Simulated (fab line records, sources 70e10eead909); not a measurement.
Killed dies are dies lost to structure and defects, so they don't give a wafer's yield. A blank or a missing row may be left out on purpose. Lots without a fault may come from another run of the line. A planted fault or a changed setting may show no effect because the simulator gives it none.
Chamber matching | flow nand_harc | NHARC_THIN_TSV_DEP_43 on pecvd-01: 3 sister chambers
The step deposits SiO2, target thk 1328.5 nm. 6 wafers are shown with their chamber, then 9 later ones without.

WAFERS WITH THEIR CHAMBER
wafer  | chamber | throttle_valve_pct (%) | flow_sccm (sccm)
L786.1 | 1       | 16.0                   | 2655
L786.4 | 1       | 16.0                   | 2648
L789.6 | 2       | 15.9                   | 2667
L790.1 | 2       | 16.5                   | 2645
L790.3 | 0       | 16.6                   | 2649
L790.6 | 0       | 16.5                   | 2652

WAFERS WITHOUT THEIR CHAMBER
wafer  | throttle_valve_pct (%) | flow_sccm (sccm)
L791.3 | 16.1                   | 2649
L791.4 | 16.4                   | 2650
L791.5 | 16.8                   | 2643
L792.1 | 16.2                   | 2643
L792.2 | 16.7                   | 2639
L792.5 | 16.7                   | 2631
L794.3 | 16.1                   | 2659
L794.5 | 16.2                   | 2637
L794.6 | 16.7                   | 2649

WHICH CHAMBER EACH WENT THROUGH
wafer  | from the rows above          | in truth
L791.3 | can't be placed: 1 or 2 or 0 | 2
L791.4 | can't be placed: 0 or 2 or 1 | 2
L791.5 | can't be placed: 0 or 2      | 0
L792.1 | can't be placed: 1 or 2 or 0 | 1
L792.2 | can't be placed: 0 or 2 or 1 | 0
L792.5 | can't be placed: 0 or 2 or 1 | 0
L794.3 | can't be placed: 2 or 1 or 0 | 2
L794.5 | can't be placed: 1 or 2 or 0 | 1
L794.6 | can't be placed: 0 or 2      | 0
Placed correctly: 0 of 9. Can't be placed from these rows: 9 (the true chamber is among the candidates in 9). Placed wrongly: 0.
How it was worked out, from the rows above alone: a wafer's distance from a chamber is the root of the sum, over the readings, of the square of ((its reading less the chamber's mean) divided by the reading's scatter). The wafer belongs to the nearest chamber; if the next one is less than 2 further off, it can't be placed. A chamber's mean is the mean of its shown wafers. The scatter: the root of (the sum of the squares of (reading less its chamber's mean) over the shown wafers, divided by (wafers less chambers)).
